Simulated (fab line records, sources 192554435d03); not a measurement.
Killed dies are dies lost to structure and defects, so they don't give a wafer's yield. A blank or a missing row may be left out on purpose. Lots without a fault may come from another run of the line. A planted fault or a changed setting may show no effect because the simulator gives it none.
Which tool did it? | flow n5_finfet | 12 lots, 36 wafers sampled, at 1 step of a route of 1938

WHAT THE GAUGES READ, wafer by wafer
N5_BEOL_M6_CD_MEAS_28: target cd 40 nm.
lot  | measured     | on        | cd_nm (nm)
L074 | day 9 08:19  | cd_sem-02 | 39.96 40.24 40.12
L077 | day 9 16:35  | cd_sem-03 | 40.19 39.88 40.00
L079 | day 9 19:40  | cd_sem-01 | 40.16 39.47 39.94
L081 | day 10 14:14 | cd_sem-02 | 40.37 40.36 40.17
L083 | day 11 11:03 | cd_sem-01 | 40.26 39.98 40.33
L085 | day 11 18:12 | cd_sem-03 | 40.39 39.96 39.92
L088 | day 12 07:19 | cd_sem-02 | 40.01 40.01 40.20
L089 | day 12 09:59 | cd_sem-02 | 40.61 39.81 39.88
L092 | day 13 09:33 | cd_sem-03 | 40.18 39.85 40.12
L093 | day 13 13:46 | cd_sem-01 | 40.01 39.87 39.74
L095 | day 13 23:34 | cd_sem-03 | 40.29 40.01 40.15
L097 | day 14 10:26 | cd_sem-01 | 40.13 40.02 40.16

WHICH TOOL RAN EACH LOT (tool, then ch and the chambers of the sampled wafers, then the start)
The record holds no process step before these readings.

THE ANSWER, worked out from the rows above alone
Rule: what is usual is taken from the lots themselves. Put in order of their means at a reading, lots are off if they are a third of the lots or fewer, leave a main group of 4 or more, and stand apart from it by a gap of 3 or more times the standard deviation of the main group's means; of several such gaps the widest counts. A main group whose means are all the same, to the digits that the tables above print for the reading, isn't used. A lot without any number at a reading at which 4 lots or more have one is off too. The other lots that the step has rows for count as sound.
No lot is off at any reading shown: from this, nothing can be told.

WHAT THE SIMULATOR HAD PUT IN
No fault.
